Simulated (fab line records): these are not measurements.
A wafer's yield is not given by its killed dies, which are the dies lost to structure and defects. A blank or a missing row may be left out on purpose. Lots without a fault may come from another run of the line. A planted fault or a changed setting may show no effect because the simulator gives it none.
Which tool was responsible? ; flow nand_harc ; 7 lots with 21 wafers sampled at 4 steps, on a route of 1159 steps

WHAT THE GAUGES SHOWED, per wafer
NHARC_THIN_TSV_CD_MEAS_16.
lot;measured;on;cd_nm (nm)
L638;day 18 19:06;cd_sem-03;1004.7 1002.0 1002.8
L640;day 19 11:44;cd_sem-02;1000.9 1002.3 1000.6
L643;day 20 11:54;cd_sem-01;1001.6 1004.4 1002.3
L649;day 21 23:17;cd_sem-02;1001.1 1000.0 1001.0
L652;day 23 05:29;cd_sem-02;999.9 1003.0 1001.6
L655;day 23 06:41;cd_sem-02;1001.8 999.6 999.7
L657;day 23 19:02;cd_sem-03;998.5 999.3 1000.0

TOOL THAT RAN EACH LOT (tool first, then ch and the chambers of the sampled wafers, then the start)
lot;NHARC_P_ZERO_WELL_EXPOSE_34;NHARC_A_BONDPAD_PVD_17;NHARC_A_BONDPAD_ANNEAL_28
L638;krf_scanner-04 ch 0, day 2 04:09;pvd_sputter-03, day 18 06:27 or earlier;rtp_anneal-02 ch 0, day 18 06:27
L640;krf_scanner-03 ch 0, day 2 15:52;pvd_sputter-01, day 18 20:14 or earlier;rtp_anneal-02 ch 0, day 18 20:14
L643;krf_scanner-03 ch 0, day 3 09:52;pvd_sputter-02, day 19 22:13 or earlier;rtp_anneal-02 ch 0, day 19 22:13
L649;krf_scanner-02 ch 0, day 4 21:53;pvd_sputter-03, day 21 09:07 or earlier;rtp_anneal-02 ch 0, day 21 09:07
L652;krf_scanner-02 ch 0, day 5 15:58;pvd_sputter-03, day 22 16:34 or earlier;rtp_anneal-01 ch 0, day 22 16:34
L655;krf_scanner-02 ch 0, day 6 10:09;pvd_sputter-02, day 22 14:00 or earlier;rtp_anneal-02 ch 0, day 22 14:00
L657;krf_scanner-02 ch 0, day 6 22:10;pvd_sputter-01, day 23 04:58 or earlier;rtp_anneal-01 ch 0, day 23 04:58
- NHARC_P_ZERO_WELL_EXPOSE_34: exposes mask P PWELL, target cd 720 nm.
- NHARC_A_BONDPAD_PVD_17: deposits TaN, target thk 5 nm, time 8.06 s.
- NHARC_A_BONDPAD_ANNEAL_28: time 90 s.

THE ANSWER, worked out from the rows above alone
Rule: usual is defined by the lots themselves. Put in order of their means at a reading, lots are off if they are a third of the lots or fewer, leave a main group of 4 or more, and stand apart from it by a gap of 3 or more times the standard deviation of the main group's means; of several such gaps the widest counts. A main group is skipped when, at the precision printed for the reading in the tables above, its means are all equal. A lot without any number at a reading at which 4 lots or more have one is off too. The other lots that the step has rows for count as sound.
Nothing can be told from this: no lot is off at any reading shown.

WHAT WAS PUT IN BY THE SIMULATOR
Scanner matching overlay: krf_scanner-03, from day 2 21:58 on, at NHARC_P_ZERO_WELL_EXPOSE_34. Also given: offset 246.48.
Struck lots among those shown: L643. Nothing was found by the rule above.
